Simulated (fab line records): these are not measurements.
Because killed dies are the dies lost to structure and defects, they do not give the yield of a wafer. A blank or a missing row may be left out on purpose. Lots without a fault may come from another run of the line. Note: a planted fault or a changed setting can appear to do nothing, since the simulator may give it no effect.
Which tool did it? || flow n5 finfet || 9 lots, 27 wafers sampled, at 6 steps of a route of 1938

== WHAT THE GAUGES SHOWED, per wafer ==
No reading from a measuring or inspecting step in the record can be judged against a usual standard deviation.

== TOOL THAT RAN EACH LOT (tool first, then ch and the chambers of the sampled wafers, then the start) ==
{"lot": "L838", "N5_MIM_TOP_ETCH_STRIP_01": "rie diel-05 ch 0,1,2, day 12 00:52", "N5_MIM_BOT_ETCH_STRIP_01": "rie diel-04 ch 0,2,3, day 12 01:46", "N5_PASSIVATION_PECVD_55": "pecvd-01 ch 0,1,2, day 12 13:34", "N5_PASSIVATION_PASS_ETCH_74": "rie diel-06 ch 0,2,3, day 12 14:14", "N5_PASSIVATION_VIA_ETCH_13": "rie diel-06 ch 0,2,3, day 12 14:20", "N5_PASSIVATION_PROBE_49": "-"}
{"lot": "L839", "N5_MIM_TOP_ETCH_STRIP_01": "rie diel-06 ch 1,2,3, day 12 09:31", "N5_MIM_BOT_ETCH_STRIP_01": "rie diel-01 ch 0,1,2, day 12 10:26", "N5_PASSIVATION_PECVD_55": "pecvd-01 ch 0,1,2, day 12 10:56", "N5_PASSIVATION_PASS_ETCH_74": "rie diel-06 ch 1,2,3, day 12 12:03", "N5_PASSIVATION_VIA_ETCH_13": "rie diel-06 ch 1,2,3, day 12 12:08", "N5_PASSIVATION_PROBE_49": "-"}
{"lot": "L845", "N5_MIM_TOP_ETCH_STRIP_01": "rie diel-03 ch 0,1, day 13 19:17", "N5_MIM_BOT_ETCH_STRIP_01": "rie diel-02 ch 0,3, day 13 20:29", "N5_PASSIVATION_PECVD_55": "pecvd-03 ch 1,2, day 13 20:59", "N5_PASSIVATION_PASS_ETCH_74": "rie diel-06 ch 0,1,2, day 13 23:21", "N5_PASSIVATION_VIA_ETCH_13": "rie diel-06 ch 0,1,2, day 13 23:26", "N5_PASSIVATION_PROBE_49": "prober-01, day 14 06:41"}
{"lot": "L848", "N5_MIM_TOP_ETCH_STRIP_01": "rie diel-03 ch 0,2,3, day 14 15:03", "N5_MIM_BOT_ETCH_STRIP_01": "rie diel-04 ch 0,1,2, day 14 16:01", "N5_PASSIVATION_PECVD_55": "pecvd-03 ch 0,2, day 14 16:31", "N5_PASSIVATION_PASS_ETCH_74": "rie diel-06 ch 0,1,3, day 14 17:31", "N5_PASSIVATION_VIA_ETCH_13": "rie diel-06 ch 0,1,3, day 14 17:37", "N5_PASSIVATION_PROBE_49": "-"}
{"lot": "L851", "N5_MIM_TOP_ETCH_STRIP_01": "rie diel-05 ch 1,2,3, day 15 00:28", "N5_MIM_BOT_ETCH_STRIP_01": "rie diel-01 ch 0,2,3, day 15 01:28", "N5_PASSIVATION_PECVD_55": "pecvd-03 ch 1,2, day 15 01:59", "N5_PASSIVATION_PASS_ETCH_74": "rie diel-03 ch 0,1,2, day 15 03:11", "N5_PASSIVATION_VIA_ETCH_13": "rie diel-03 ch 0,1,2, day 15 03:17", "N5_PASSIVATION_PROBE_49": "-"}
{"lot": "L849", "N5_MIM_TOP_ETCH_STRIP_01": "rie diel-03 ch 0,1,3, day 15 01:26", "N5_MIM_BOT_ETCH_STRIP_01": "rie diel-01 ch 0,1,3, day 15 02:20", "N5_PASSIVATION_PECVD_55": "pecvd-03 ch 1,2, day 15 02:55", "N5_PASSIVATION_PASS_ETCH_74": "rie diel-05 ch 0,1,3, day 15 04:35", "N5_PASSIVATION_VIA_ETCH_13": "rie diel-05 ch 0,1,3, day 15 04:41", "N5_PASSIVATION_PROBE_49": "prober-02, day 15 11:55"}
{"lot": "L857", "N5_MIM_TOP_ETCH_STRIP_01": "rie diel-06 ch 0,2,3, day 17 03:46", "N5_MIM_BOT_ETCH_STRIP_01": "rie diel-04 ch 1,2,3, day 17 04:41", "N5_PASSIVATION_PECVD_55": "pecvd-01 ch 0,1,2, day 17 05:11", "N5_PASSIVATION_PASS_ETCH_74": "rie diel-05 ch 1,2,3, day 17 07:04", "N5_PASSIVATION_VIA_ETCH_13": "rie diel-05 ch 1,2,3, day 17 07:10", "N5_PASSIVATION_PROBE_49": "-"}
{"lot": "L860", "N5_MIM_TOP_ETCH_STRIP_01": "rie diel-05 ch 0,1, day 17 16:08", "N5_MIM_BOT_ETCH_STRIP_01": "rie diel-02 ch 1,2, day 17 17:14", "N5_PASSIVATION_PECVD_55": "pecvd-02 ch 0,1, day 17 17:44", "N5_PASSIVATION_PASS_ETCH_74": "rie diel-05 ch 1,2, day 17 20:17", "N5_PASSIVATION_VIA_ETCH_13": "rie diel-05 ch 1,2, day 17 20:22", "N5_PASSIVATION_PROBE_49": "-"}
{"lot": "L859", "N5_MIM_TOP_ETCH_STRIP_01": "rie diel-06 ch 2,3, day 17 20:51", "N5_MIM_BOT_ETCH_STRIP_01": "rie diel-01 ch 1,2,3, day 17 21:53", "N5_PASSIVATION_PECVD_55": "pecvd-02 ch 0,2, day 17 22:23", "N5_PASSIVATION_PASS_ETCH_74": "rie diel-06 ch 1,3, day 17 23:07", "N5_PASSIVATION_VIA_ETCH_13": "rie diel-06 ch 1,3, day 17 23:13", "N5_PASSIVATION_PROBE_49": "-"}
- N5_MIM_TOP_ETCH_STRIP_01: strips in O2.
- N5_MIM_BOT_ETCH_STRIP_01: strips in O2.
- N5_PASSIVATION_PECVD_55: deposits SiO2 from SiH4/N2O, target thk 400 nm, time 22.5 s.
- N5_PASSIVATION_PASS_ETCH_74: etches SiNx in CF4/O2, target depth 220 nm, time 110 s.
- N5_PASSIVATION_VIA_ETCH_13: etches SiO2 in CHF3/O2, target depth 660 nm, time 330 s.
- N5_PASSIVATION_PROBE_49

== AS READ BY THE TOOLS THEMSELVES (means over the sampled wafers that have a number; for cases with no such wafer, the mark the record gives instead) ==
N5_MIM_TOP_ETCH_STRIP_01. Usual: drypump motor current A 5.6 A, standard deviation 0.49; o2 flow sccm 225.0 sccm, standard deviation 0.65; oes product au 0.78 a.u., standard deviation 0.081; rf vpp V 3.6 V, standard deviation 1.2; showerhead plenum p Torr 2.10 Torr, standard deviation 0.069; throttle valve pct 16.69 %, standard deviation 0.23.
{"lot": "L838", "tool": "rie diel-05", "drypump motor current A (A)": 5.6, "o2 flow sccm (sccm)": 224.9, "oes product au (a.u.)": 0.87, "rf vpp V (V)": 3.0, "showerhead plenum p Torr (Torr)": 2.12, "throttle valve pct (%)": 16.55, "flag": ""}
{"lot": "L839", "tool": "rie diel-06", "drypump motor current A (A)": 5.9, "o2 flow sccm (sccm)": 224.3, "oes product au (a.u.)": 0.80, "rf vpp V (V)": 3.0, "showerhead plenum p Torr (Torr)": 2.08, "throttle valve pct (%)": 16.75, "flag": ""}
{"lot": "L845", "tool": "rie diel-03", "drypump motor current A (A)": 5.2, "o2 flow sccm (sccm)": 225.4, "oes product au (a.u.)": 0.68, "rf vpp V (V)": 4.6, "showerhead plenum p Torr (Torr)": 2.15, "throttle valve pct (%)": 16.75, "flag": ""}
{"lot": "L848", "tool": "rie diel-03", "drypump motor current A (A)": 5.1, "o2 flow sccm (sccm)": 224.6, "oes product au (a.u.)": 0.77, "rf vpp V (V)": 4.4, "showerhead plenum p Torr (Torr)": 2.10, "throttle valve pct (%)": 16.53, "flag": ""}
{"lot": "L851", "tool": "rie diel-05", "drypump motor current A (A)": 5.7, "o2 flow sccm (sccm)": 225.1, "oes product au (a.u.)": 0.82, "rf vpp V (V)": 4.6, "showerhead plenum p Torr (Torr)": 2.15, "throttle valve pct (%)": 16.71, "flag": ""}
{"lot": "L849", "tool": "rie diel-03", "drypump motor current A (A)": 5.2, "o2 flow sccm (sccm)": 225.2, "oes product au (a.u.)": 0.70, "rf vpp V (V)": 2.7, "showerhead plenum p Torr (Torr)": 2.13, "throttle valve pct (%)": 16.71, "flag": ""}
{"lot": "L857", "tool": "rie diel-06", "drypump motor current A (A)": 6.0, "o2 flow sccm (sccm)": 224.4, "oes product au (a.u.)": 0.74, "rf vpp V (V)": 4.0, "showerhead plenum p Torr (Torr)": 2.03, "throttle valve pct (%)": 16.89, "flag": ""}
{"lot": "L860", "tool": "rie diel-05", "drypump motor current A (A)": 5.4, "o2 flow sccm (sccm)": 225.6, "oes product au (a.u.)": 0.76, "rf vpp V (V)": 2.2, "showerhead plenum p Torr (Torr)": 2.11, "throttle valve pct (%)": 16.62, "flag": ""}
{"lot": "L859", "tool": "rie diel-06", "drypump motor current A (A)": 6.4, "o2 flow sccm (sccm)": 225.2, "oes product au (a.u.)": 0.76, "rf vpp V (V)": 4.2, "showerhead plenum p Torr (Torr)": 2.07, "throttle valve pct (%)": 16.74, "flag": ""}

N5_MIM_BOT_ETCH_STRIP_01. Usual: drypump motor current A 5.5 A, standard deviation 0.44; o2 flow sccm 224.9 sccm, standard deviation 0.68; oes product au 0.80 a.u., standard deviation 0.079; rf vpp V 3.6 V, standard deviation 1.3; showerhead plenum p Torr 2.10 Torr, standard deviation 0.068; throttle valve pct 16.80 %, standard deviation 0.26.
{"lot": "L838", "tool": "rie diel-04", "drypump motor current A (A)": 5.5, "o2 flow sccm (sccm)": 225.2, "oes product au (a.u.)": 0.83, "rf vpp V (V)": 4.0, "showerhead plenum p Torr (Torr)": 2.13, "throttle valve pct (%)": 16.85, "flag": ""}
{"lot": "L839", "tool": "rie diel-01", "drypump motor current A (A)": 5.9, "o2 flow sccm (sccm)": 225.0, "oes product au (a.u.)": 0.84, "rf vpp V (V)": 5.7, "showerhead plenum p Torr (Torr)": 2.12, "throttle valve pct (%)": 16.59, "flag": ""}
{"lot": "L845", "tool": "rie diel-02", "drypump motor current A (A)": 5.1, "o2 flow sccm (sccm)": 225.2, "oes product au (a.u.)": 0.71, "rf vpp V (V)": 5.1, "showerhead plenum p Torr (Torr)": 2.09, "throttle valve pct (%)": 16.92, "flag": ""}
{"lot": "L848", "tool": "rie diel-04", "drypump motor current A (A)": 5.3, "o2 flow sccm (sccm)": 224.8, "oes product au (a.u.)": 0.85, "rf vpp V (V)": 3.0, "showerhead plenum p Torr (Torr)": 2.10, "throttle valve pct (%)": 16.73, "flag": ""}
{"lot": "L851", "tool": "rie diel-01", "drypump motor current A (A)": 5.9, "o2 flow sccm (sccm)": 225.0, "oes product au (a.u.)": 0.82, "rf vpp V (V)": 5.0, "showerhead plenum p Torr (Torr)": 2.18, "throttle valve pct (%)": 16.69, "flag": ""}
{"lot": "L849", "tool": "rie diel-01", "drypump motor current A (A)": 6.0, "o2 flow sccm (sccm)": 224.6, "oes product au (a.u.)": 0.78, "rf vpp V (V)": 3.3, "showerhead plenum p Torr (Torr)": 2.11, "throttle valve pct (%)": 16.93, "flag": ""}
{"lot": "L857", "tool": "rie diel-04", "drypump motor current A (A)": 5.3, "o2 flow sccm (sccm)": 225.0, "oes product au (a.u.)": 0.83, "rf vpp V (V)": 3.8, "showerhead plenum p Torr (Torr)": 2.09, "throttle valve pct (%)": 16.83, "flag": ""}
{"lot": "L860", "tool": "rie diel-02", "drypump motor current A (A)": 5.2, "o2 flow sccm (sccm)": 224.8, "oes product au (a.u.)": 0.93, "rf vpp V (V)": 3.0, "showerhead plenum p Torr (Torr)": 2.17, "throttle valve pct (%)": 16.58, "flag": ""}
{"lot": "L859", "tool": "rie diel-01", "drypump motor current A (A)": 5.9, "o2 flow sccm (sccm)": 224.8, "oes product au (a.u.)": 0.74, "rf vpp V (V)": 4.6, "showerhead plenum p Torr (Torr)": 2.13, "throttle valve pct (%)": 16.91, "flag": ""}

N5_PASSIVATION_PECVD_55. Usual: heater power w 670 W, standard deviation 62; showerhead plenum p Torr 8.21 Torr, standard deviation 0.11; susceptor temp C 400.02 C, standard deviation 0.26; throttle valve pct 50.6 %, standard deviation 2.2.
{"lot": "L838", "tool": "pecvd-01", "heater power w (W)": 646, "showerhead plenum p Torr (Torr)": 8.23, "susceptor temp C (C)": 400.07, "throttle valve pct (%)": 50.7, "flag": ""}
{"lot": "L839", "tool": "pecvd-01", "heater power w (W)": 649, "showerhead plenum p Torr (Torr)": 8.23, "susceptor temp C (C)": 400.16, "throttle valve pct (%)": 50.9, "flag": ""}
{"lot": "L845", "tool": "pecvd-03", "heater power w (W)": 670, "showerhead plenum p Torr (Torr)": 8.16, "susceptor temp C (C)": 400.12, "throttle valve pct (%)": 51.6, "flag": ""}
{"lot": "L848", "tool": "pecvd-03", "heater power w (W)": 645, "showerhead plenum p Torr (Torr)": 8.28, "susceptor temp C (C)": 399.82, "throttle valve pct (%)": 50.5, "flag": ""}
{"lot": "L851", "tool": "pecvd-03", "heater power w (W)": 576, "showerhead plenum p Torr (Torr)": 8.12, "susceptor temp C (C)": 400.34, "throttle valve pct (%)": 51.7, "flag": ""}
{"lot": "L849", "tool": "pecvd-03", "heater power w (W)": 654, "showerhead plenum p Torr (Torr)": 8.16, "susceptor temp C (C)": 400.11, "throttle valve pct (%)": 51.4, "flag": ""}
{"lot": "L857", "tool": "pecvd-01", "heater power w (W)": 670, "showerhead plenum p Torr (Torr)": 8.24, "susceptor temp C (C)": 399.91, "throttle valve pct (%)": 51.5, "flag": ""}
{"lot": "L860", "tool": "pecvd-02", "heater power w (W)": 636, "showerhead plenum p Torr (Torr)": 8.19, "susceptor temp C (C)": 400.09, "throttle valve pct (%)": 50.6, "flag": ""}
{"lot": "L859", "tool": "pecvd-02", "heater power w (W)": 686, "showerhead plenum p Torr (Torr)": 8.21, "susceptor temp C (C)": 400.24, "throttle valve pct (%)": 49.3, "flag": ""}

N5_PASSIVATION_PASS_ETCH_74. Usual: O2_flow_sccm 10.00 sccm, standard deviation 0.03; drypump motor current A 5.5 A, standard deviation 0.48; oes product au 0.78 a.u., standard deviation 0.084; rf vpp V 240.7 V, standard deviation 2.9; showerhead plenum p Torr 2.21 Torr, standard deviation 0.066; throttle valve pct 16.04 %, standard deviation 0.23.
{"lot": "L838", "tool": "rie diel-06", "O2_flow_sccm (sccm)": 10.00, "drypump motor current A (A)": 6.0, "oes product au (a.u.)": 0.76, "rf vpp V (V)": 240.8, "showerhead plenum p Torr (Torr)": 2.16, "throttle valve pct (%)": 16.17, "flag": ""}
{"lot": "L839", "tool": "rie diel-06", "O2_flow_sccm (sccm)": 9.99, "drypump motor current A (A)": 5.9, "oes product au (a.u.)": 0.79, "rf vpp V (V)": 243.1, "showerhead plenum p Torr (Torr)": 2.20, "throttle valve pct (%)": 16.11, "flag": ""}
{"lot": "L845", "tool": "rie diel-06", "O2_flow_sccm (sccm)": 9.98, "drypump motor current A (A)": 5.5, "oes product au (a.u.)": 0.74, "rf vpp V (V)": 240.8, "showerhead plenum p Torr (Torr)": 2.15, "throttle valve pct (%)": 16.26, "flag": ""}
{"lot": "L848", "tool": "rie diel-06", "O2_flow_sccm (sccm)": 9.99, "drypump motor current A (A)": 5.9, "oes product au (a.u.)": 0.78, "rf vpp V (V)": 240.5, "showerhead plenum p Torr (Torr)": 2.19, "throttle valve pct (%)": 16.09, "flag": ""}
{"lot": "L851", "tool": "rie diel-03", "O2_flow_sccm (sccm)": 10.03, "drypump motor current A (A)": 5.1, "oes product au (a.u.)": 0.73, "rf vpp V (V)": 241.9, "showerhead plenum p Torr (Torr)": 2.23, "throttle valve pct (%)": 15.93, "flag": ""}
{"lot": "L849", "tool": "rie diel-05", "O2_flow_sccm (sccm)": 10.02, "drypump motor current A (A)": 5.4, "oes product au (a.u.)": 0.76, "rf vpp V (V)": 240.5, "showerhead plenum p Torr (Torr)": 2.27, "throttle valve pct (%)": 16.01, "flag": ""}
{"lot": "L857", "tool": "rie diel-05", "O2_flow_sccm (sccm)": 10.00, "drypump motor current A (A)": 5.7, "oes product au (a.u.)": 0.80, "rf vpp V (V)": 241.9, "showerhead plenum p Torr (Torr)": 2.25, "throttle valve pct (%)": 16.05, "flag": ""}
{"lot": "L860", "tool": "rie diel-05", "O2_flow_sccm (sccm)": 10.01, "drypump motor current A (A)": 5.9, "oes product au (a.u.)": 0.86, "rf vpp V (V)": 241.7, "showerhead plenum p Torr (Torr)": 2.21, "throttle valve pct (%)": 16.01, "flag": ""}
{"lot": "L859", "tool": "rie diel-06", "O2_flow_sccm (sccm)": 10.01, "drypump motor current A (A)": 5.9, "oes product au (a.u.)": 0.80, "rf vpp V (V)": 242.5, "showerhead plenum p Torr (Torr)": 2.22, "throttle valve pct (%)": 16.07, "flag": ""}

N5_PASSIVATION_VIA_ETCH_13. Usual: O2_flow_sccm 5.001 sccm, standard deviation 0.014; drypump motor current A 5.5 A, standard deviation 0.48; etch rf on time s 238 s, standard deviation 4; oes product au 0.70 a.u., standard deviation 0.075; rf vpp V 524 V, standard deviation 5.8; showerhead plenum p Torr 2.41 Torr, standard deviation 0.074; throttle valve pct 18.94 %, standard deviation 0.21.
{"lot": "L838", "tool": "rie diel-06", "O2_flow_sccm (sccm)": 4.995, "drypump motor current A (A)": 6.0, "etch rf on time s (s)": 237, "oes product au (a.u.)": 0.69, "rf vpp V (V)": 523, "showerhead plenum p Torr (Torr)": 2.36, "throttle valve pct (%)": 19.07, "flag": ""}
{"lot": "L839", "tool": "rie diel-06", "O2_flow_sccm (sccm)": 5.018, "drypump motor current A (A)": 5.9, "etch rf on time s (s)": 235, "oes product au (a.u.)": 0.72, "rf vpp V (V)": 528, "showerhead plenum p Torr (Torr)": 2.40, "throttle valve pct (%)": 19.01, "flag": ""}
{"lot": "L845", "tool": "rie diel-06", "O2_flow_sccm (sccm)": 5.000, "drypump motor current A (A)": 5.5, "etch rf on time s (s)": 238, "oes product au (a.u.)": 0.68, "rf vpp V (V)": 523, "showerhead plenum p Torr (Torr)": 2.35, "throttle valve pct (%)": 19.15, "flag": ""}
{"lot": "L848", "tool": "rie diel-06", "O2_flow_sccm (sccm)": 4.995, "drypump motor current A (A)": 5.9, "etch rf on time s (s)": 237, "oes product au (a.u.)": 0.71, "rf vpp V (V)": 524, "showerhead plenum p Torr (Torr)": 2.39, "throttle valve pct (%)": 18.98, "flag": ""}
{"lot": "L851", "tool": "rie diel-03", "O2_flow_sccm (sccm)": 5.006, "drypump motor current A (A)": 5.1, "etch rf on time s (s)": 162, "oes product au (a.u.)": 0.66, "rf vpp V (V)": 525, "showerhead plenum p Torr (Torr)": 2.43, "throttle valve pct (%)": 18.80, "flag": "OFF"}
{"lot": "L849", "tool": "rie diel-05", "O2_flow_sccm (sccm)": 5.016, "drypump motor current A (A)": 5.4, "etch rf on time s (s)": 202, "oes product au (a.u.)": 0.69, "rf vpp V (V)": 525, "showerhead plenum p Torr (Torr)": 2.48, "throttle valve pct (%)": 18.90, "flag": "OFF"}
{"lot": "L857", "tool": "rie diel-05", "O2_flow_sccm (sccm)": 4.995, "drypump motor current A (A)": 5.7, "etch rf on time s (s)": 236, "oes product au (a.u.)": 0.72, "rf vpp V (V)": 525, "showerhead plenum p Torr (Torr)": 2.46, "throttle valve pct (%)": 18.95, "flag": ""}
{"lot": "L860", "tool": "rie diel-05", "O2_flow_sccm (sccm)": 4.994, "drypump motor current A (A)": 5.9, "etch rf on time s (s)": 235, "oes product au (a.u.)": 0.77, "rf vpp V (V)": 525, "showerhead plenum p Torr (Torr)": 2.41, "throttle valve pct (%)": 18.93, "flag": ""}
{"lot": "L859", "tool": "rie diel-06", "O2_flow_sccm (sccm)": 4.994, "drypump motor current A (A)": 5.9, "etch rf on time s (s)": 234, "oes product au (a.u.)": 0.72, "rf vpp V (V)": 529, "showerhead plenum p Torr (Torr)": 2.43, "throttle valve pct (%)": 18.96, "flag": ""}

N5_PASSIVATION_PROBE_49. Usual: defect limited yield 91.1 %, standard deviation 1.4; killed_at_M0_to_M3 35, standard deviation 8.7; killed_at_M4_up 14, standard deviation 5.3; killed at contacts 12, standard deviation 6.2; killed at front end 41, standard deviation 12; killed at other 3.4, standard deviation 2.6; killed dies 105, standard deviation 16; killed on rim 14, standard deviation 3.8; killed open 67, standard deviation 13; killed short 36, standard deviation 7.3; sort_bin_5_function 5.2 %, standard deviation 0.96; sort_bin_6_memory 3.3 %, standard deviation 0.6; sort n pass 1075, standard deviation 16; sort yield pct 91.1 %, standard deviation 1.4.
{"lot": "L845", "tool": "prober-01", "defect limited yield (%)": 92.7, "killed_at_M0_to_M3": 25, "killed_at_M4_up": 14, "killed at contacts": 10, "killed at front end": 34, "killed at other": 2.7, "killed dies": 86, "killed on rim": 11, "killed open": 52, "killed short": 31, "sort_bin_5_function (%)": 3.9, "sort_bin_6_memory (%)": 3.2, "sort n pass": 1094, "sort yield pct (%)": 92.7, "flag": ""}
{"lot": "L849", "tool": "prober-02", "defect limited yield (%)": 91.0, "killed_at_M0_to_M3": 34, "killed_at_M4_up": 9, "killed at contacts": 7, "killed at front end": 52, "killed at other": 3.7, "killed dies": 107, "killed on rim": 13, "killed open": 68, "killed short": 38, "sort_bin_5_function (%)": 5.6, "sort_bin_6_memory (%)": 3.0, "sort n pass": 1073, "sort yield pct (%)": 91.0, "flag": ""}

== THE ANSWER, worked out from the rows above alone ==
Rule: a lot counts as off when the mean over its wafers that have a number is more than 3 standard deviations away from the usual mean. A lot without any number at a reading at which 4 lots or more have one is off too. Where the step has rows for the other lots, those lots are counted as sound. The gauges are gone through in route order, then the tools' own readings, and for those a lot's mean is taken as printed above. At the first step where some lot is off, the reading lying furthest off is the one used; lots without a number count as furthest.
Off, at N5_PASSIVATION_VIA_ETCH_13 on etch rf on time s: L851, L849.
If a tool, at that step or one of the process steps before it, ran each lot that is off and ran no sound lot following the first of them, it fits. One fits: pecvd-03 at N5_PASSIVATION_PECVD_55. A fault onset in the window from L848 (day 14 16:31, its last sound lot) to L851 (day 15 01:59, its first lot off) fits.

== WHAT THE SIMULATOR PUT IN ==
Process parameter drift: pecvd-03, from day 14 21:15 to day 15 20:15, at N5_PASSIVATION_PECVD_55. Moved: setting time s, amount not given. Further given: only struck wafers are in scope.
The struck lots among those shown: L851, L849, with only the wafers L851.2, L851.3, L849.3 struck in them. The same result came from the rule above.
